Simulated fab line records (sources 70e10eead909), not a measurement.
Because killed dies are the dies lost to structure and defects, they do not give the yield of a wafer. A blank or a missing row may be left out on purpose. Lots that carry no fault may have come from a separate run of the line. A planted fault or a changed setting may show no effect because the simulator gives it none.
Matching of chambers :: flow nand_harc :: rie_diel-09 running NHARC_A_M1_DESCUM_14: 4 sister chambers
The step chemistry O2, time 3 s. 4 wafers are shown with their chamber, then 7 later ones without.

== WAFERS WITH THEIR CHAMBER ==
wafer: L472.2
chamber: 0
showerhead_plenum_p_Torr (Torr): 1.84

wafer: L478.5
chamber: 1
showerhead_plenum_p_Torr (Torr): 1.94

wafer: L480.1
chamber: 2
showerhead_plenum_p_Torr (Torr): 1.82

wafer: L480.2
chamber: 3
showerhead_plenum_p_Torr (Torr): 1.97

== WAFERS WITH NO CHAMBER GIVEN ==
wafer: L480.4
showerhead_plenum_p_Torr (Torr): 1.84

wafer: L490.2
showerhead_plenum_p_Torr (Torr): 1.97

wafer: L490.5
showerhead_plenum_p_Torr (Torr): 1.94

wafer: L490.6
showerhead_plenum_p_Torr (Torr): 1.82

wafer: L491.1
showerhead_plenum_p_Torr (Torr): 1.94

wafer: L491.3
showerhead_plenum_p_Torr (Torr): 1.83

wafer: L491.5
showerhead_plenum_p_Torr (Torr): 1.82

== WHICH CHAMBER EACH ONE RAN IN ==
wafer: L480.4
from the rows above: 0
in truth: 0

wafer: L490.2
from the rows above: 3
in truth: 3

wafer: L490.5
from the rows above: 1
in truth: 1

wafer: L490.6
from the rows above: 2
in truth: 2

wafer: L491.1
from the rows above: 1
in truth: 1

wafer: L491.3
from the rows above: can't be placed: 0 or 2
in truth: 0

wafer: L491.5
from the rows above: 2
in truth: 2
Correctly placed: 6 of 7. Cannot be placed on the basis of these rows: 1; the candidates contain the true chamber in 1. Placed wrongly: 0.
How it was worked out, from the rows above alone: a wafer's distance from a chamber is the root of the sum, over the readings, of the square of ((its reading less the chamber's mean) divided by the reading's scatter). The wafer belongs to the nearest chamber; if the next one is less than 2 further off, it can't be placed. A chamber's mean is the mean of its shown wafers. The scatter: with one shown wafer a chamber, the root of the mean of the squares of how far each hidden wafer lies from its nearest shown one.
